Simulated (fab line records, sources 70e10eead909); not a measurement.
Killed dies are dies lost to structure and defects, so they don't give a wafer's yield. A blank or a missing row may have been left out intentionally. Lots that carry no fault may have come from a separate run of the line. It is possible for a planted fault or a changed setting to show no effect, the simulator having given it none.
Which tool did it?    flow nand harc    22 lots with 66 wafers sampled at 5 steps, on a route of 1302 steps

## WHAT EACH GAUGE READ, for each wafer
NHARC_A_STAIRCASE_INSPECT_155.
lot   measured      on                 raw defect count
L074  day 19 09:48  defect inspect-02  474 445 401
L075  day 19 10:01  defect inspect-01  313 374 384
L078  day 20 07:13  defect inspect-01  278 400 483
L077  day 20 05:58  defect inspect-01  357 325 360
L076  day 20 06:04  defect inspect-01  611 463 463
L079  day 20 16:01  defect inspect-01  569 497 427
L080  day 21 23:32  defect inspect-02  382 286 293
L081  day 21 23:20  defect inspect-01  480 493 548
L083  day 23 02:43  defect inspect-02  552 400 402
L082  day 23 02:44  defect inspect-01  548 554 552
L085  day 23 23:46  defect inspect-01  261 455 296
L084  day 24 02:08  defect inspect-01  398 257 289
L087  day 24 04:56  defect inspect-02  411 492 323
L086  day 24 05:14  defect inspect-02  466 650 618
L089  day 25 08:50  defect inspect-01  406 306 450
L091  day 26 09:37  defect inspect-01  532 582 474
L090  day 26 09:19  defect inspect-02  313 301 391
L092  day 26 09:15  defect inspect-02  307 269 288
L093  day 26 23:20  defect inspect-02  321 308 257
L094  day 27 17:26  defect inspect-02  309 224 213
L096  day 28 08:15  defect inspect-01  283 414 330
L097  day 29 00:51  defect inspect-02  341 312 280

## TOOL THAT RAN EACH LOT (tool first, then ch and the chambers of the sampled wafers, then the start)
lot   NHARC_A_STAIRCASE_ETCH_271          NHARC_A_STAIRCASE_DESCUM_291        NHARC_A_STAIRCASE_ETCH_315                     NHARC_A_STAIRCASE_CMP_152
L074  rie diel-06 ch 0,1,2, day 16 08:17  rie diel-06 ch 0,1,2, day 16 16:56  rie diel-09 ch 0,2,3, day 19 08:07 or earlier  cmp-02 ch 1,2,3, day 19 08:07
L075  rie diel-06 ch 0,2,3, day 16 14:08  rie diel-06 ch 1,3, day 17 00:44    rie diel-06 ch 0,2, day 19 08:18 or earlier    cmp-01 ch 0,1,2, day 19 08:18
L078  rie diel-09 ch 0,2,3, day 17 16:19  rie diel-09 ch 0,1,2, day 18 00:42  rie diel-06 ch 0,1,3, day 20 05:29 or earlier  cmp-04 ch 0,2,3, day 20 05:29
L077  rie diel-01 ch 0,1,2, day 17 19:48  rie diel-09 ch 0,1,2, day 18 04:19  rie diel-06 ch 1,3, day 20 04:12 or earlier    cmp-02 ch 0,1, day 20 04:12
L076  rie diel-06 ch 0,1,3, day 17 20:30  rie diel-09 ch 0,2,3, day 18 04:43  rie diel-09 ch 1,2,3, day 20 04:21 or earlier  cmp-04 ch 0,2,3, day 20 04:21
L079  rie diel-09 ch 2,3, day 18 00:52    rie diel-09 ch 0,2,3, day 18 07:55  rie diel-06 ch 1,3, day 20 14:19 or earlier    cmp-04 ch 1,3, day 20 14:19
L080  rie diel-06 ch 0,1, day 19 06:10    rie diel-01 ch 0,1,2, day 19 12:22  rie diel-01 ch 0,3, day 21 21:37 or earlier    cmp-02 ch 0,1, day 21 21:37
L081  rie diel-09 ch 0,1,3, day 19 10:43  rie diel-09 ch 0,1,3, day 19 16:20  rie diel-06 ch 0,1,2, day 21 21:28 or earlier  cmp-04 ch 2,3, day 21 21:28
L083  rie diel-09 ch 0,1, day 20 10:57    rie diel-01 ch 2,3, day 20 16:44    rie diel-06 ch 2,3, day 23 00:46 or earlier    cmp-01 ch 0,1,2, day 23 00:46
L082  rie diel-09 ch 0,2,3, day 20 12:49  rie diel-01 ch 0,1,2, day 20 22:23  rie diel-01 ch 0,1,3, day 23 00:54 or earlier  cmp-01 ch 1,2, day 23 00:54
L085  rie diel-09 ch 1,3, day 20 23:05    rie diel-01 ch 2,3, day 21 08:52    rie diel-06 ch 0,1,2, day 23 21:35 or earlier  cmp-01 ch 1,2, day 23 21:35
L084  rie diel-01 ch 1,2,3, day 21 00:16  rie diel-01 ch 0,3, day 21 10:50    rie diel-01 ch 0,1,3, day 24 00:25 or earlier  cmp-02 ch 1,2, day 24 00:25
L087  rie diel-09 ch 0,2,3, day 21 12:46  rie diel-06 ch 0,2,3, day 21 23:35  rie diel-06 ch 0,2,3, day 24 03:11 or earlier  cmp-04 ch 0,1,2, day 24 03:11
L086  rie diel-06 ch 2,3, day 21 13:50    rie diel-01 ch 0,3, day 22 01:19    rie diel-01 ch 2,3, day 24 03:19 or earlier    cmp-01 ch 1,2, day 24 03:19
L089  rie diel-06 ch 2,3, day 22 19:02    rie diel-01 ch 0,2,3, day 23 02:07  rie diel-09 ch 0,1,3, day 25 07:05 or earlier  cmp-01 ch 0,1,2, day 25 07:05
L091  rie diel-06 ch 0,1,3, day 23 10:35  rie diel-06 ch 0,1,2, day 23 18:12  rie diel-01 ch 0,1,2, day 26 07:53 or earlier  cmp-01 ch 0,1,2, day 26 07:53
L090  rie diel-09 ch 0,1,3, day 23 11:04  rie diel-01 ch 0,1,3, day 23 18:47  rie diel-01 ch 0,1,2, day 26 07:36 or earlier  cmp-02 ch 0,1,3, day 26 07:36
L092  rie diel-06 ch 0,1,2, day 23 16:17  rie diel-01 ch 1,2,3, day 23 22:32  rie diel-01 ch 0,1, day 26 07:20 or earlier    cmp-04 ch 1,2, day 26 07:20
L093  rie diel-09 ch 1,2,3, day 24 08:28  rie diel-09 ch 1,2,3, day 24 15:16  rie diel-01 ch 0,1,2, day 26 21:37 or earlier  cmp-01 ch 0,2,3, day 26 21:37
L094  rie diel-01 ch 0,1, day 25 08:12    rie diel-06 ch 0,1,3, day 25 14:35  rie diel-01 ch 0,2,3, day 27 15:44 or earlier  cmp-01 ch 0,1,3, day 27 15:44
L096  rie diel-09 ch 2,3, day 25 12:23    rie diel-01 ch 0,3, day 25 19:06    rie diel-09 ch 1,2,3, day 28 06:28 or earlier  cmp-04 ch 0,1,2, day 28 06:28
L097  rie diel-06 ch 1,2,3, day 26 05:05  rie diel-09 ch 0,1,3, day 26 12:49  rie diel-09 ch 0,1,2, day 28 23:02 or earlier  cmp-02 ch 1,3, day 28 23:02
- NHARC_A_STAIRCASE_ETCH_271: etches the open film in CF4/CHF3.
- NHARC_A_STAIRCASE_DESCUM_291: chemistry O2, time 3 s.
- NHARC_A_STAIRCASE_ETCH_315: etches the open film in C4F8/O2/Ar, target depth 2500 nm, time 607.1 s.
- NHARC_A_STAIRCASE_CMP_152: polishes.

## AS READ BY THE TOOLS THEMSELVES (means over the sampled wafers that have a number; for cases with no such wafer, the mark the record gives instead)
NHARC_A_STAIRCASE_ETCH_271.
lot   tool         chf3 flow sccm (sccm)  drypump motor current A (A)  oes product au (a.u.)  rf vpp V (V)  showerhead plenum p Torr (Torr)  throttle valve pct (%)
L074  rie diel-06  30.05                  5.5                          0.958                  370.7         1.59                             16.801
L075  rie diel-06  29.96                  5.5                          0.931                  369.6         1.55                             16.804
L078  rie diel-09  30.10                  5.8                          0.965                  370.7         1.56                             16.801
L077  rie diel-01  30.03                  5.5                          0.976                  370.1         1.55                             16.805
L076  rie diel-06  30.00                  5.8                          0.969                  369.7         1.56                             16.797
L079  rie diel-09  29.95                  5.9                          0.936                  370.0         1.59                             16.803
L080  rie diel-06  30.04                  5.8                          0.967                  371.1         1.59                             16.808
L081  rie diel-09  29.95                  5.9                          0.964                  369.3         1.54                             16.790
L083  rie diel-09  29.96                  6.0                          0.968                  368.4         1.50                             16.803
L082  rie diel-09  30.04                  5.8                          0.965                  370.6         1.55                             16.807
L085  rie diel-09  30.01                  5.9                          0.921                  371.1         1.57                             16.802
L084  rie diel-01  29.93                  5.3                          0.975                  370.2         1.52                             16.811
L087  rie diel-09  29.96                  5.7                          0.970                  370.2         1.55                             16.802
L086  rie diel-06  30.04                  5.3                          0.974                  370.0         1.55                             16.802
L089  rie diel-06  30.05                  5.3                          0.930                  369.1         1.55                             16.805
L091  rie diel-06  29.97                  5.8                          0.980                  369.3         1.55                             16.804
L090  rie diel-09  29.99                  5.9                          0.972                  368.9         1.53                             16.807
L092  rie diel-06  30.08                  5.5                          0.925                  370.4         1.57                             16.796
L093  rie diel-09  30.01                  5.9                          0.931                  370.1         1.55                             16.805
L094  rie diel-01  29.97                  5.3                          0.960                  369.5         1.55                             16.794
L096  rie diel-09  30.08                  5.8                          0.920                  371.3         1.58                             16.816
L097  rie diel-06  30.03                  5.6                          0.939                  369.2         1.56                             16.809

NHARC_A_STAIRCASE_DESCUM_291.
lot   tool         drypump motor current A (A)  o2 flow sccm (sccm)  oes product au (a.u.)  rf vpp V (V)  showerhead plenum p Torr (Torr)  throttle valve pct (%)
L074  rie diel-06  5.5                          199.6                1.005                  57.0          1.93                             11.313
L075  rie diel-06  5.9                          200.2                1.002                  57.7          1.88                             11.316
L078  rie diel-09  5.9                          200.4                1.002                  57.2          1.86                             11.310
L077  rie diel-09  5.9                          200.3                0.991                  57.2          1.86                             11.308
L076  rie diel-09  5.8                          200.1                0.988                  58.0          1.90                             11.317
L079  rie diel-09  5.8                          199.8                0.988                  58.0          1.90                             11.313
L080  rie diel-01  5.5                          200.3                1.000                  57.2          1.88                             11.313
L081  rie diel-09  5.9                          199.9                0.997                  58.5          1.86                             11.310
L083  rie diel-01  5.5                          200.1                0.990                  57.5          1.80                             11.306
L082  rie diel-01  5.5                          199.4                1.002                  57.0          1.87                             11.302
L085  rie diel-01  5.7                          199.4                0.995                  57.3          1.80                             11.318
L084  rie diel-01  5.4                          200.2                1.001                  57.5          1.82                             11.307
L087  rie diel-06  5.5                          200.0                1.004                  58.1          1.87                             11.307
L086  rie diel-01  5.5                          200.4                0.998                  57.6          1.85                             11.310
L089  rie diel-01  5.6                          199.8                1.005                  57.4          1.82                             11.308
L091  rie diel-06  5.5                          199.7                1.000                  58.3          1.91                             11.317
L090  rie diel-01  5.2                          200.5                1.003                  56.4          1.87                             11.316
L092  rie diel-01  5.3                          199.6                1.002                  57.7          1.85                             11.305
L093  rie diel-09  5.9                          199.7                1.002                  57.6          1.88                             11.316
L094  rie diel-06  5.8                          200.3                1.008                  58.2          1.88                             11.311
L096  rie diel-01  5.4                          200.0                1.003                  56.9          1.81                             11.311
L097  rie diel-09  5.9                          199.7                1.002                  57.8          1.84                             11.316

NHARC_A_STAIRCASE_ETCH_315.
lot   tool         oes product au (a.u.)  rf vpp V (V)
L074  rie diel-09  0.931                  1824
L075  rie diel-06  0.932                  1827
L078  rie diel-06  0.938                  1824
L077  rie diel-06  0.932                  1827
L076  rie diel-09  0.927                  1825
L079  rie diel-06  0.927                  1828
L080  rie diel-01  0.934                  1815
L081  rie diel-06  0.935                  1828
L083  rie diel-06  0.929                  1824
L082  rie diel-01  0.921                  1822
L085  rie diel-06  0.929                  1827
L084  rie diel-01  0.928                  1822
L087  rie diel-06  0.940                  1821
L086  rie diel-01  0.938                  1811
L089  rie diel-09  0.936                  1819
L091  rie diel-01  0.931                  1820
L090  rie diel-01  0.928                  1820
L092  rie diel-01  0.933                  1824
L093  rie diel-01  0.935                  1821
L094  rie diel-01  0.935                  1814
L096  rie diel-09  0.927                  1822
L097  rie diel-09  0.938                  1816

NHARC_A_STAIRCASE_CMP_152.
lot   tool    motor current A (A)  retaining ring pressure frac
L074  cmp-02  11.8                 1.005
L075  cmp-01  11.1                 1.003
L078  cmp-04  13.3                 1.002
L077  cmp-02  12.8                 1.000
L076  cmp-04  13.2                 1.001
L079  cmp-04  12.1                 0.998
L080  cmp-02  12.9                 1.000
L081  cmp-04  13.3                 0.996
L083  cmp-01  10.7                 1.001
L082  cmp-01  11.3                 1.001
L085  cmp-01  11.4                 0.998
L084  cmp-02  11.6                 0.996
L087  cmp-04  13.8                 0.997
L086  cmp-01  10.6                 0.996
L089  cmp-01  10.9                 1.000
L091  cmp-01  10.9                 0.996
L090  cmp-02  12.3                 0.999
L092  cmp-04  13.2                 0.994
L093  cmp-01  10.6                 0.999
L094  cmp-01  10.3                 1.000
L096  cmp-04  13.7                 1.001
L097  cmp-02  12.3                 1.001

## THE ANSWER, worked out from the rows above alone
Rule: the usual values come from the lots themselves. Put in order of their means at a reading, lots are off if they are a third of the lots or fewer, leave a main group of 4 or more, and stand apart from it by a gap of 3 or more times the standard deviation of the main group's means; of several such gaps the widest counts. If all means in a main group match to the digits the tables above print for the reading, that group is not used. Also off: a lot with no number at a reading for which 4 or more lots have one. Any other lot the step has rows for is counted as sound. Order of review: gauges by route order, followed by the tools' own readings, for which a lot's mean as printed above is used. The first step at which some lot is off is used, and at that step the reading that is off furthest; a lot without a number counts as furthest.
None of the lots is off at any reading shown; this tells nothing.

## WHAT THE SIMULATOR PUT IN
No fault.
